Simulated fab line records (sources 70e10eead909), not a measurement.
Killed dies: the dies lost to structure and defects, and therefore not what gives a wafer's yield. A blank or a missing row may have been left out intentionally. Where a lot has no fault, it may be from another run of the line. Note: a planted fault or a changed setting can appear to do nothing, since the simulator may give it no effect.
The tool behind it: which one? :: flow nand-harc :: 12 lots with 36 wafers sampled at 6 steps, on a route of 1302 steps

== WHAT EACH GAUGE READ, for each wafer ==
NHARC_A_M0_THK_MEAS_24: measures by xrf.
lot: L075
measured: day 23 17:03
on: film-metro-02
thk-nm (nm): 114.8 116.4 113.3

lot: L076
measured: day 24 02:56
on: film-metro-01
thk-nm (nm): 114.2 114.2 114.2

lot: L079
measured: day 24 09:27
on: film-metro-02
thk-nm (nm): 114.9 113.8 114.3

lot: L081
measured: day 25 19:33
on: film-metro-02
thk-nm (nm): 114.8 115.2 114.4

lot: L084
measured: day 26 14:46
on: film-metro-01
thk-nm (nm): 114.8 114.5 114.3

lot: L085
measured: day 27 10:05
on: film-metro-01
thk-nm (nm): 113.1 114.6 113.1

lot: L087
measured: day 27 21:01
on: film-metro-01
thk-nm (nm): 116.5 114.4 115.7

lot: L088
measured: day 28 15:04
on: film-metro-02
thk-nm (nm): 112.0 113.8 112.3

lot: L090
measured: day 29 22:50
on: film-metro-01
thk-nm (nm): 113.5 113.6 113.5

lot: L092
measured: day 30 17:58
on: film-metro-02
thk-nm (nm): 114.8 113.8 112.8

lot: L094
measured: day 31 08:33
on: film-metro-01
thk-nm (nm): 112.0 112.8 113.6

lot: L097
measured: day 32 23:23
on: film-metro-01
thk-nm (nm): 113.5 113.2 113.2

== TOOL THAT RAN EACH LOT (tool first, then ch and the chambers of the sampled wafers, then the start) ==
lot: L075
NHARC_A_CONTACT_ETCH_136: har-cap-etch-01 ch 0,1, day 23 05:21
NHARC_A_CONTACT_ETCH_138: har-cap-etch-01 ch 0,1, day 23 06:05
NHARC_A_BLC_STRIP_29: rie-diel-09 ch 1,2,3, day 23 11:37
NHARC_A_BLC_STRIP_21: rie-diel-09 ch 0,2,3, day 23 11:44
NHARC_A_M0_PVD_20: pvd-sputter-03, day 23 17:03 or earlier

lot: L076
NHARC_A_CONTACT_ETCH_136: har-cap-etch-02 ch 0,1, day 23 15:55
NHARC_A_CONTACT_ETCH_138: har-cap-etch-02 ch 0,1, day 23 16:27
NHARC_A_BLC_STRIP_29: rie-diel-09 ch 1,2, day 23 21:30
NHARC_A_BLC_STRIP_21: rie-diel-09 ch 0,2,3, day 23 21:38
NHARC_A_M0_PVD_20: pvd-sputter-02, day 24 02:56 or earlier

lot: L079
NHARC_A_CONTACT_ETCH_136: har-cap-etch-01 ch 0,1, day 23 22:26
NHARC_A_CONTACT_ETCH_138: har-cap-etch-01 ch 0,1, day 23 22:59
NHARC_A_BLC_STRIP_29: rie-diel-02 ch 2,3, day 24 04:09
NHARC_A_BLC_STRIP_21: rie-diel-02 ch 0,1,2, day 24 04:16
NHARC_A_M0_PVD_20: pvd-sputter-03, day 24 09:27 or earlier

lot: L081
NHARC_A_CONTACT_ETCH_136: har-cap-etch-02 ch 0,1, day 25 08:05
NHARC_A_CONTACT_ETCH_138: har-cap-etch-02 ch 0,1, day 25 08:37
NHARC_A_BLC_STRIP_29: rie-diel-09 ch 0,2,3, day 25 13:58
NHARC_A_BLC_STRIP_21: rie-diel-09 ch 1,2,3, day 25 14:05
NHARC_A_M0_PVD_20: pvd-sputter-03, day 25 19:33 or earlier

lot: L084
NHARC_A_CONTACT_ETCH_136: har-cap-etch-02 ch 0,1, day 26 03:45
NHARC_A_CONTACT_ETCH_138: har-cap-etch-02 ch 0,1, day 26 04:17
NHARC_A_BLC_STRIP_29: rie-diel-06 ch 0,2,3, day 26 09:29
NHARC_A_BLC_STRIP_21: rie-diel-06 ch 2,3, day 26 09:35
NHARC_A_M0_PVD_20: pvd-sputter-03, day 26 14:46 or earlier

lot: L085
NHARC_A_CONTACT_ETCH_136: har-cap-etch-02 ch 0,1, day 26 22:46
NHARC_A_CONTACT_ETCH_138: har-cap-etch-02 ch 0,1, day 26 23:19
NHARC_A_BLC_STRIP_29: rie-diel-09 ch 0,1, day 27 04:41
NHARC_A_BLC_STRIP_21: rie-diel-09 ch 0,2,3, day 27 04:48
NHARC_A_M0_PVD_20: pvd-sputter-03, day 27 10:05 or earlier

lot: L087
NHARC_A_CONTACT_ETCH_136: har-cap-etch-02 ch 0,1, day 27 08:45
NHARC_A_CONTACT_ETCH_138: har-cap-etch-02 ch 0,1, day 27 09:29
NHARC_A_BLC_STRIP_29: rie-diel-09 ch 0,2,3, day 27 15:44
NHARC_A_BLC_STRIP_21: rie-diel-09 ch 0,1,3, day 27 15:49
NHARC_A_M0_PVD_20: pvd-sputter-03, day 27 21:01 or earlier

lot: L088
NHARC_A_CONTACT_ETCH_136: har-cap-etch-02 ch 0,1, day 28 03:52
NHARC_A_CONTACT_ETCH_138: har-cap-etch-02 ch 0,1, day 28 04:24
NHARC_A_BLC_STRIP_29: rie-diel-06 ch 0,2, day 28 09:42
NHARC_A_BLC_STRIP_21: rie-diel-06 ch 0,1,2, day 28 09:49
NHARC_A_M0_PVD_20: pvd-sputter-01, day 28 15:04 or earlier

lot: L090
NHARC_A_CONTACT_ETCH_136: har-cap-etch-01 ch 0,1, day 29 11:55
NHARC_A_CONTACT_ETCH_138: har-cap-etch-01 ch 0,1, day 29 12:27
NHARC_A_BLC_STRIP_29: rie-diel-09 ch 0,1,2, day 29 17:40
NHARC_A_BLC_STRIP_21: rie-diel-09 ch 0,1,2, day 29 17:46
NHARC_A_M0_PVD_20: pvd-sputter-01, day 29 22:50 or earlier

lot: L092
NHARC_A_CONTACT_ETCH_136: har-cap-etch-03 ch 0,1, day 30 07:04
NHARC_A_CONTACT_ETCH_138: har-cap-etch-03 ch 0,1, day 30 07:36
NHARC_A_BLC_STRIP_29: rie-diel-06 ch 0,3, day 30 12:45
NHARC_A_BLC_STRIP_21: rie-diel-06 ch 0,2, day 30 12:51
NHARC_A_M0_PVD_20: pvd-sputter-02, day 30 17:58 or earlier

lot: L094
NHARC_A_CONTACT_ETCH_136: har-cap-etch-03 ch 0,1, day 30 21:19
NHARC_A_CONTACT_ETCH_138: har-cap-etch-03 ch 0,1, day 30 21:52
NHARC_A_BLC_STRIP_29: rie-diel-06 ch 0,2,3, day 31 03:22
NHARC_A_BLC_STRIP_21: rie-diel-06 ch 1,2, day 31 03:28
NHARC_A_M0_PVD_20: pvd-sputter-02, day 31 08:33 or earlier

lot: L097
NHARC_A_CONTACT_ETCH_136: har-cap-etch-03 ch 0,1, day 32 11:52
NHARC_A_CONTACT_ETCH_138: har-cap-etch-03 ch 0,1, day 32 12:24
NHARC_A_BLC_STRIP_29: rie-diel-06 ch 0,1,2, day 32 17:29
NHARC_A_BLC_STRIP_21: rie-diel-06 ch 0,1, day 32 17:35
NHARC_A_M0_PVD_20: pvd-sputter-01, day 32 23:23 or earlier
- NHARC_A_CONTACT_ETCH_136: etches the open film in C4F8/O2/Ar, time 311 s, target depth 1912 nm.
- NHARC_A_CONTACT_ETCH_138: etches the open film in C4F8/O2/Ar, time 311 s, target depth 1914 nm.
- NHARC_A_BLC_STRIP_29: strips in CF4.
- NHARC_A_BLC_STRIP_21: strips in O2.
- NHARC_A_M0_PVD_20: deposits TaN, target thk 5 nm, time 8.06 s.

== THE ANSWER, worked out from the rows above alone ==
Rule: what is usual is taken from the lots themselves. The widest of any qualifying gaps counts: lots, ordered by their means at a reading, are off when they make up no more than a third of the lots, leave a main group of 4 or more, and stand apart from it by 3 or more times the standard deviation of that group's means. Not used: any main group whose means are identical at the precision the tables above print for the reading. A lot without any number at a reading at which 4 lots or more have one is off too. Where the step has rows for the other lots, those lots are counted as sound.
No lot is off on any of the readings shown, so nothing can be concluded from this.

== WHAT THE SIMULATOR PUT IN ==
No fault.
